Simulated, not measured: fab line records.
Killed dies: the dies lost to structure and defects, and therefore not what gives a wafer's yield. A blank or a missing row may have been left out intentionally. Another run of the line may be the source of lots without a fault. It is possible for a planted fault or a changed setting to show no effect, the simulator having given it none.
fab line records -- flow n5-finfet
record: lots: 10, wafers: 30, last-day: 19
route steps=1938 shown BEOL_M8@1349
lots that met no fault: taken from a fault-free run of the same line
start-h: hours from the record's opening day to when the first of the lot's shown wafers began -- wait-h: hours since the lot's step before -- " identical to the entry in the row above -- L1.1+2: one row covering several wafers at once -- - no value present, or no start provided -- * or withheld: withheld -- < > ~ a bound
route shown NAME@n: NAME is a module with steps in the file, n the number in the route of the first one -- usual: mean and standard deviation over wafers with no fault -- same: alike in all rows -- chamber/n: place in a boat -- sites: per-site readings -- _std_site: the standard deviation of these -- _edge_site: mean of outer sites minus mean of inner sites -- radius-mm: for every site, how far away it sits from the centre of the wafer -- mask NAME#n: copy n -- behind: tool/chamber where the wafer was last shaped -- hold: reason for holding the lot/hours on hold/outcome of the hold -- device: transistor that didn't switch, given as n, p or np -- end of line: tests run on the same wafers once the route is complete -- for a step that has no rows: nothing shown but its recipe -- killed: dies lost to structure and defects at the first sort, not the wafer's yield -- map: the dies of a wafer, with x for killed, . for not killed, _ for no die there
set.NAME: setting as actually run; set.NAME@STEP: the setting as run at that earlier step -- model.NAME: the simulator's own value behind a step, which no gauge read
steps of the route over a sample of lots; a table a step, a row a wafer
services: from which hour (start-h, from the record's first day; less than 0 if before it) a tool's chamber was out of use, for how many hours, and why
== steps ==
step: N5_BEOL_M8_ETCH_61
recipe: chemistry: CF4, target: SiARC, target-depth-a: 455, mask-material: CAR-ArF, time-s: 75.8, ion-energy-ev: 80, pressure-mtorr: 40, source-w: 545, bias-w: 36, Ar_flow_sccm: 100, cf4-flow-sccm: 100, ends: cleared
usual: bias-w: 35.99/0.12, drypump-motor-current-A: 5.7/0.45, etch-rf-on-time-s: 76.1/2.4, oes-product-au: 0.68/0.089, rf-vpp-V: 184.4/1.2, showerhead-plenum-p-Torr: 2.17/0.073, throttle-valve-pct: 15.57/0.29
lot.wafer,tool,chamber,start-h,wait-h,bias-w,drypump-motor-current-A,etch-rf-on-time-s,oes-product-au,rf-hours-counter-h,rf-vpp-V,showerhead-plenum-p-Torr,throttle-valve-pct
L520.2,rie-diel-05,0,236.32,0.0,36.03,5.6,79.7,0.58,226,184.1,2.11,16.05
L520.5,rie-diel-05,0,236.32,0.0,36.02,5.6,80.7,0.58,-,184.1,2.11,16.04
L520.6,rie-diel-05,3,236.32,0.0,36.02,6.1,76.3,0.63,-,183.8,2.13,15.78
L522.2,rie-diel-05,2,253.97,0.0,35.90,5.5,76.6,0.60,227,183.8,2.20,15.55
L522.4,rie-diel-05,0,253.97,0.0,35.96,5.6,79.9,0.57,-,183.8,2.11,16.07
L522.6,rie-diel-05,3,253.97,0.0,36.10,6.1,76.4,0.62,-,183.7,2.13,15.80
L525.1,rie-diel-05,0,257.18,0.0,36.12,5.6,79.7,0.57,235,183.3,2.11,16.07
L525.4,rie-diel-05,1,257.18,0.0,36.05,6.5,74.3,0.84,1,186.8,2.28,15.42
L525.5,rie-diel-05,2,257.18,0.0,35.99,5.5,75.9,0.60,-,184.2,2.20,15.57
L526.1,rie-diel-02,1,257.38,0.0,35.97,5.8,79.8,0.58,229,186.0,2.19,15.85
L526.3,rie-diel-02,3,257.38,0.0,35.85,4.9,73.5,0.60,243,184.5,2.11,15.77
L526.6,rie-diel-02,3,257.38,0.0,35.79,4.9,73.6,0.59,-,184.0,2.11,15.76
L528.3,rie-diel-04,2,278.09,0.0,35.85,6.0,75.5,0.61,224,180.7,2.03,15.55
L528.5,rie-diel-04,3,278.09,0.0,36.01,5.7,77.2,0.57,-,184.6,2.19,16.09
L528.6,rie-diel-04,0,278.09,0.0,36.12,5.6,77.3,0.65,-,183.9,2.08,15.38
L530.1,rie-diel-02,2,296.74,0.0,35.98,6.4,73.3,0.68,111,184.9,2.25,15.60
L530.4,rie-diel-02,2,296.74,0.0,36.32,6.4,74.0,0.67,-,185.8,2.25,15.61
L530.5,rie-diel-02,0,296.74,0.0,36.10,5.8,75.8,0.77,-,186.3,2.27,15.22
L535.1,rie-diel-02,2,326.24,0.0,35.92,6.4,74.8,0.67,124,186.6,2.24,15.65
L535.5,rie-diel-02,0,326.24,0.0,36.07,5.7,76.7,0.75,-,187.4,2.27,15.23
L535.6,rie-diel-02,2,326.24,0.0,35.92,6.4,74.2,0.67,-,186.7,2.24,15.65
L542.2,rie-diel-02,1,365.36,0.0,35.94,5.8,77.2,0.80,5,183.6,2.18,15.39
L542.3,rie-diel-02,3,365.36,0.0,36.23,4.9,73.2,0.77,33,183.7,2.09,15.32
L542.6,rie-diel-02,2,365.36,0.0,35.96,6.3,73.5,0.66,-,184.9,2.24,15.66
L541.1,rie-diel-02,2,367.01,0.0,35.96,6.4,73.2,0.67,135,186.0,2.24,15.66
L541.4,rie-diel-02,3,367.01,0.0,35.85,4.9,73.0,0.77,34,183.3,2.09,15.32
L541.5,rie-diel-02,2,367.01,0.0,35.93,6.4,73.4,0.66,-,184.9,2.24,15.66
L543.3,rie-diel-02,3,370.27,0.0,35.96,4.9,73.2,0.77,35,182.9,2.09,15.33
L543.4,rie-diel-02,0,370.27,0.0,36.01,5.8,76.2,0.71,60,186.6,2.26,15.28
L543.5,rie-diel-02,3,370.27,0.0,35.88,4.9,73.4,0.78,-,184.5,2.09,15.32
step: N5_BEOL_M8_OVL_MEAS_29
recipe: points-per-wafer: 522
usual: V7_OVL: 0.4/0.68
lot.wafer,tool,chamber,start-h,wait-h,V7_OVL[nm]
L520.2,overlay-02,0,237.35,0.0,-0.4
L520.5,overlay-02,0,237.35,0.0,0.5
L520.6,overlay-02,0,237.35,0.0,1.4
L522.2,overlay-02,0,256.09,0.0,1.5
L522.4,overlay-02,0,256.09,0.0,0.5
L522.6,overlay-02,0,256.09,0.0,1.0
L525.1,overlay-02,0,259.59,0.0,0.4
L525.4,overlay-02,0,259.59,0.0,0.8
L525.5,overlay-02,0,259.59,0.0,0.6
L526.1,overlay-02,0,259.64,0.0,1.6
L526.3,overlay-02,0,259.64,0.0,0.2
L526.6,overlay-02,0,259.64,0.0,0.2
L528.3,overlay-01,0,278.87,0.0,1.1
L528.5,overlay-01,0,278.87,0.0,-0.4
L528.6,overlay-01,0,278.87,0.0,0.9
L530.1,overlay-02,0,298.90,0.0,0.2
L530.4,overlay-02,0,298.90,0.0,1.4
L530.5,overlay-02,0,298.90,0.0,0.9
L535.1,overlay-01,0,329.49,0.0,0.1
L535.5,overlay-01,0,329.49,0.0,0.1
L535.6,overlay-01,0,329.49,0.0,0.9
L542.2,overlay-01,0,366.13,0.0,-0.2
L542.3,overlay-01,0,366.13,0.0,0.9
L542.6,overlay-01,0,366.13,0.0,1.2
L541.1,overlay-02,0,368.57,0.0,0.6
L541.4,overlay-02,0,368.57,0.0,2.2
L541.5,overlay-02,0,368.57,0.0,1.8
L543.3,overlay-01,0,372.78,0.0,0.3
L543.4,overlay-01,0,372.78,0.0,1.0
L543.5,overlay-01,0,372.78,0.0,0.6
step: N5_BEOL_M8_ETCH_72
recipe: chemistry: N2/H2, target: underlayer, target-depth-a: 65, mask-material: CAR-EUV, time-s: 5.2, ion-energy-ev: 200, pressure-mtorr: 30, source-w: 840, bias-w: 150, n2-flow-sccm: 200, h2-flow-sccm: 200, ends: cleared
usual: bias-w: 150.0/0.4, drypump-motor-current-A: 5.7/0.45, etch-rf-on-time-s: 5.24/0.16, oes-product-au: 0.68/0.093, rf-vpp-V: 524.7/2.9, showerhead-plenum-p-Torr: 2.58/0.088, throttle-valve-pct: 17.86/0.28
lot.wafer,tool,chamber,start-h,wait-h,bias-w,drypump-motor-current-A,etch-rf-on-time-s,oes-product-au,rf-hours-counter-h,rf-vpp-V,showerhead-plenum-p-Torr,throttle-valve-pct
L520.2,rie-diel-04,3,237.47,0.0,149.6,5.7,5.34,0.57,232,525.7,2.63,18.32
L520.5,rie-diel-04,3,237.47,0.0,149.9,5.7,5.33,0.58,-,524.5,2.63,18.34
L520.6,rie-diel-04,2,237.47,0.0,150.4,6.1,5.29,0.61,-,519.8,2.43,17.94
L522.2,rie-diel-02,1,256.40,0.0,149.8,5.8,5.47,0.59,228,525.5,2.63,18.16
L522.4,rie-diel-02,3,256.40,0.0,149.1,4.9,5.03,0.60,242,523.7,2.52,18.06
L522.6,rie-diel-02,3,256.40,0.0,149.8,4.9,5.03,0.58,-,523.6,2.52,18.03
L525.1,rie-diel-02,0,259.72,0.0,149.9,5.8,5.17,0.79,11,528.2,2.70,17.40
L525.4,rie-diel-02,1,259.72,0.0,149.5,5.8,5.45,0.59,229,525.0,2.63,18.15
L525.5,rie-diel-02,0,259.72,0.0,150.5,5.8,5.17,0.79,-,528.3,2.70,17.42
L526.1,rie-diel-05,0,259.76,0.0,150.1,5.6,5.54,0.56,235,522.4,2.52,18.35
L526.3,rie-diel-05,3,259.76,0.0,149.8,6.1,5.28,0.61,194,522.9,2.51,17.92
L526.6,rie-diel-05,0,259.76,0.0,150.4,5.6,5.55,0.56,-,522.3,2.52,18.34
L528.3,rie-diel-05,3,278.98,0.0,150.3,6.1,5.28,0.61,201,520.8,2.51,17.93
L528.5,rie-diel-05,2,278.98,0.0,150.0,5.6,5.22,0.59,-,525.4,2.63,17.93
L528.6,rie-diel-05,1,278.98,0.0,149.9,6.5,5.05,0.81,-,527.7,2.70,17.74
L530.1,rie-diel-05,1,299.15,0.0,149.4,6.5,5.09,0.78,14,526.6,2.69,17.72
L530.4,rie-diel-05,0,299.15,0.0,149.6,5.6,5.52,0.56,-,522.5,2.52,18.36
L530.5,rie-diel-05,3,299.15,0.0,149.5,6.1,5.28,0.62,-,523.3,2.51,17.96
L535.1,rie-diel-05,1,330.10,0.0,150.0,6.5,5.10,0.76,27,531.5,2.69,17.75
L535.5,rie-diel-05,3,330.10,0.0,149.9,6.1,5.28,0.60,-,524.4,2.50,17.97
L535.6,rie-diel-05,1,330.10,0.0,149.6,6.5,5.14,0.76,-,527.7,2.69,17.75
L542.2,rie-diel-02,0,366.54,0.0,149.3,5.8,5.23,0.73,58,529.5,2.68,17.54
L542.3,rie-diel-02,1,366.54,0.0,150.3,5.8,5.27,0.80,5,524.7,2.62,17.72
L542.6,rie-diel-02,1,366.54,0.0,149.9,5.8,5.28,0.80,-,526.9,2.62,17.72
L541.1,rie-diel-04,3,368.78,0.0,149.9,5.8,5.23,0.77,20,526.6,2.61,18.09
L541.4,rie-diel-04,0,368.78,0.0,149.8,5.6,5.35,0.62,-,521.2,2.42,17.46
L541.5,rie-diel-04,3,368.78,0.0,149.8,5.8,5.21,0.78,-,523.8,2.61,18.11
L543.3,rie-diel-04,2,372.89,0.0,149.8,6.1,5.09,0.85,0,529.9,2.73,17.54
L543.4,rie-diel-04,3,372.89,0.0,150.1,5.7,5.15,0.78,21,524.7,2.61,18.07
L543.5,rie-diel-04,2,372.89,0.0,149.8,6.1,5.12,0.84,-,529.7,2.73,17.50
step: N5_BEOL_M8_ETCH_66
recipe: chemistry: N2/H2, target: SOC, target-depth-a: 800, overetch-a: 160, mask-material: SiARC, temp-c: 40, time-s: 120, ion-energy-ev: 200, pressure-mtorr: 30, source-w: 840, bias-w: 150, n2-flow-sccm: 200, h2-flow-sccm: 200
usual: bias-w: 150.0/0.47, drypump-motor-current-A: 5.7/0.45, oes-product-au: 0.62/0.077, rf-vpp-V: 524.9/2.5, showerhead-plenum-p-Torr: 2.58/0.088, throttle-valve-pct: 17.82/0.28
same: time-s: 120
lot.wafer,tool,chamber,start-h,wait-h,bias-w,drypump-motor-current-A,oes-product-au,rf-hours-counter-h,rf-vpp-V,showerhead-plenum-p-Torr,throttle-valve-pct
L520.2,rie-diel-04,3,237.52,0.0,149.6,5.7,0.53,232,525.5,2.63,18.30
L520.5,rie-diel-04,3,237.52,0.0,150.5,5.7,0.53,-,525.7,2.63,18.28
L520.6,rie-diel-04,2,237.52,0.0,150.4,6.0,0.56,-,521.0,2.43,17.90
L522.2,rie-diel-02,1,256.44,0.0,150.2,5.8,0.54,228,526.4,2.63,18.11
L522.4,rie-diel-02,3,256.44,0.0,150.0,4.9,0.52,242,523.0,2.52,18.00
L522.6,rie-diel-02,3,256.44,0.0,150.0,4.9,0.53,-,522.5,2.52,18.02
L525.1,rie-diel-02,0,259.76,0.0,150.6,5.8,0.71,11,528.9,2.70,17.38
L525.4,rie-diel-02,1,259.76,0.0,149.3,5.8,0.54,229,526.3,2.63,18.12
L525.5,rie-diel-02,0,259.76,0.0,150.5,5.8,0.71,-,526.8,2.70,17.40
L526.1,rie-diel-05,0,259.81,0.0,150.1,5.6,0.53,235,522.4,2.53,18.30
L526.3,rie-diel-05,3,259.81,0.0,150.0,6.1,0.56,194,523.4,2.51,17.86
L526.6,rie-diel-05,0,259.81,0.0,150.2,5.6,0.54,-,523.6,2.52,18.32
L528.3,rie-diel-05,3,279.03,0.0,150.3,6.1,0.56,201,523.9,2.51,17.87
L528.5,rie-diel-05,2,279.03,0.0,150.1,5.5,0.54,-,525.9,2.63,17.89
L528.6,rie-diel-05,1,279.03,0.0,149.4,6.5,0.71,-,529.1,2.70,17.69
L530.1,rie-diel-05,1,299.20,0.0,115.4,6.5,0.69,14,446.5,2.69,17.68
L530.4,rie-diel-05,0,299.20,0.0,115.0,5.6,0.52,-,442.0,2.52,18.33
L530.5,rie-diel-05,3,299.20,0.0,116.0,6.1,0.55,-,444.2,2.51,17.89
L535.1,rie-diel-05,1,330.14,0.0,115.2,6.5,0.68,27,446.5,2.69,17.71
L535.5,rie-diel-05,3,330.14,0.0,115.6,6.1,0.55,-,443.7,2.50,17.91
L535.6,rie-diel-05,1,330.14,0.0,114.7,6.5,0.68,-,447.0,2.69,17.71
L542.2,rie-diel-02,0,366.59,0.0,149.8,5.8,0.65,58,527.5,2.68,17.46
L542.3,rie-diel-02,1,366.59,0.0,149.7,5.8,0.73,5,526.5,2.61,17.67
L542.6,rie-diel-02,1,366.59,0.0,149.7,5.8,0.73,-,526.1,2.62,17.66
L541.1,rie-diel-04,3,368.82,0.0,150.3,5.7,0.69,20,526.8,2.61,18.06
L541.4,rie-diel-04,0,368.82,0.0,150.6,5.6,0.56,-,521.0,2.42,17.41
L541.5,rie-diel-04,3,368.82,0.0,150.7,5.7,0.69,-,525.5,2.61,18.05
L543.3,rie-diel-04,2,372.94,0.0,149.6,6.0,0.75,0,528.3,2.73,17.49
L543.4,rie-diel-04,3,372.94,0.0,149.5,5.8,0.69,21,525.3,2.61,18.05
L543.5,rie-diel-04,2,372.94,0.0,150.6,6.0,0.75,-,529.8,2.73,17.50
== services ==
tool,chamber,start-h,hours,kind
rie-diel-05,1,232.24,-,clean
rie-diel-05,1,232.24,-,consumable-replace:focus-ring
rie-diel-05,1,232.24,-,consumable-replace:showerhead
rie-diel-05,1,232.24,23.2,scheduled-down
rie-diel-05,1,232.24,23.2,vent-cycle
rie-diel-02,1,236.01,1.8,repair
rie-diel-04,-,241.54,0.5,repair
rie-diel-02,-,268.92,2.8,pm
rie-diel-02,3,279.76,-,clean
rie-diel-02,3,279.76,-,consumable-replace:focus-ring
rie-diel-02,3,279.76,24.2,scheduled-down
rie-diel-02,3,279.76,24.2,vent-cycle
rie-diel-05,2,293.30,10.5,repair
rie-diel-05,-,300.33,0.8,repair
rie-diel-02,0,304.01,13.7,repair
rie-diel-02,1,317.69,-,clean
rie-diel-02,1,317.69,-,consumable-replace:focus-ring
rie-diel-02,1,317.69,29.6,scheduled-down
rie-diel-02,1,317.69,29.6,vent-cycle
rie-diel-04,-,328.22,20.3,repair
rie-diel-02,2,329.23,17.8,repair
rie-diel-05,-,333.67,14.6,pm
rie-diel-05,0,359.71,4.8,repair
rie-diel-04,3,360.47,4.1,repair
== key ==
first-sign: step: N5_BEOL_M8_ETCH_66, reading: bias-w, direction: down, sigmas: 74, usual: *, struck: *
effect: step: N5_BEOL_M8_ETCH_66, reading: rf-vpp-V, direction: down, sigmas: 32, usual: 524.9, struck: 445.0
met-at N5_BEOL_M8_ETCH_66
struck-lots L530,L535
not-acting-at N5_BEOL_M8_ETCH_61,N5_BEOL_M8_OVL_MEAS_29,N5_BEOL_M8_ETCH_72
onset-between 279.03 299.20
fault: kind: process-parameter-drift, tool: rie-diel-05, chamber: -, onset-h: 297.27, steps: N5_BEOL_M8_ETCH_66, channel: bias-w, offset: *, shape: step, end-h: 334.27, acts-in: *, stated: *
